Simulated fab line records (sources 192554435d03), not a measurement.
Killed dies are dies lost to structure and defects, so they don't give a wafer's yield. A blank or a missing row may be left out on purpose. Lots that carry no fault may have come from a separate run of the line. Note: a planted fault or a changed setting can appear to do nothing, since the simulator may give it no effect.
Lot-split experiment -- flow n5 finfet -- 21 wafers read across 7 lots, on a route 1938 steps long

ABOUT THE SPLIT
At N5_FIN_CUT_EXPOSE_05 (exposes mask FIN CUT), the setting dose mj was moved away from the recipe's 45.75 on 5 of the 21 wafers read, by -2.0% to +5.1%. For the rest of the wafers, this setting stayed at what the recipe calls for.

FROM THE SPLIT TO THE READING: what the file shows between them, 2 steps
- N5_FIN_CUT_PEB_06: peb time 60 s
- N5_FIN_CUT_DEVELOP_07: develop time 30 s

THE READING
cd nm at N5_FIN_CUT_CD_MEAS_08, given in nm (cd target 29.1 nm). Fault-free wafers of this fab line usually give 29.01 nm, standard deviation 0.22 nm.

wafer,"tool, chamber at the split",dose mj as run,against the recipe,"cd nm, nm",against lot-mates on the recipe
L074.1,"euv scanner-01, 0",45.75,recipe,29.06,-
L074.4,"euv scanner-01, 0",45.75,recipe,29.06,-
L074.5,"euv scanner-01, 0",45.75,recipe,29.18,-
L079.3,"euv scanner-02, 0",47.44,+3.7%,29.79,+1.12
L079.4,"euv scanner-02, 0",47.44,+3.7%,29.52,+0.85
L079.5,"euv scanner-02, 0",45.75,recipe,28.67,-
L080.1,"euv scanner-02, 0",45.75,recipe,29.07,-
L080.3,"euv scanner-02, 0",45.75,recipe,28.85,-
L080.5,"euv scanner-02, 0",45.75,recipe,29.21,-
L082.2,"euv scanner-01, 0",45.75,recipe,29.02,-
L082.4,"euv scanner-01, 0",45.75,recipe,28.99,-
L082.6,"euv scanner-01, 0",45.75,recipe,29.13,-
L083.2,"euv scanner-02, 0",45.75,recipe,28.85,-
L083.4,"euv scanner-02, 0",45.75,recipe,29.27,-
L083.6,"euv scanner-02, 0",45.75,recipe,28.90,-
L088.2,"euv scanner-01, 0",48.1,+5.1%,29.67,+0.97
L088.3,"euv scanner-01, 0",45.75,recipe,28.60,-
L088.4,"euv scanner-01, 0",45.75,recipe,28.80,-
L095.2,"euv scanner-01, 0",44.85,-2.0%,28.84,-0.21
L095.3,"euv scanner-01, 0",45.75,recipe,29.05,-
L095.6,"euv scanner-01, 0",44.85,-2.0%,28.39,-0.66

FIT RESULTS
A straight line over all 21 wafers: cd nm changes by +0.163 nm for each +1% of dose mj; r = +0.83; the points scatter about the line by 0.19 nm.
The same after taking each lot's own level away (the mean of its wafers on the recipe; 21 wafers): +0.227 nm for each +1%; r = +0.93; scatter 0.15 nm.
That fit puts the effect of the largest move of dose mj on the reading at 1.2 nm.
The span of the lots' own levels, 28.670 to 29.100 nm, comes to 2.0 times the standard deviation stated above.
Hence the slope depends on the lot-to-lot level, as the two fits are not the same.
Check: with one of the wafers moved furthest among these (+5.1%) left out of the fit, the line predicts +1.32 nm for it against its lot-mates. It came out at +0.97 nm against them.

FURTHER SPLITS ON THESE WAFERS
These wafers also went through other splits before the reading. Each is held against what the fit with the lots' levels taken away leaves over:
other split on the same wafers,wafers away from the commonest value,r with cd nm (lot level and that fit taken away)
N5_WELL_APT_PEB_06 peb time s,6,+0.10
N5_PMOS_HMC_CHANNEL_EPI_PEB_07 peb time s,6,-0.17
N5_PMOS_HMC_CHANNEL_EPI_ETCH_32 bias w,2,+0.04

THE WHOLE CHAIN: every reading that the file lists as answering this split, in the file's order
step,what it does,reading,change (the file's fit),r (the file's)
N5_FIN_CUT_CD_MEAS_08,target cd 29.1 nm,cd nm,+0.215 nm for each +1% of the setting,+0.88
N5_FIN_CUT_ETCH_30,"etches underlayer in N2/H2, target depth 13 nm, time 10.4 s","FIN_CUT.cd offset nm (the simulator's own value, which no gauge read)",+0.207 nm for each +1% of the setting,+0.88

THE FILE'S OWN FIT
cd nm changes by +0.215 nm for each +1% of dose mj, r = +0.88.
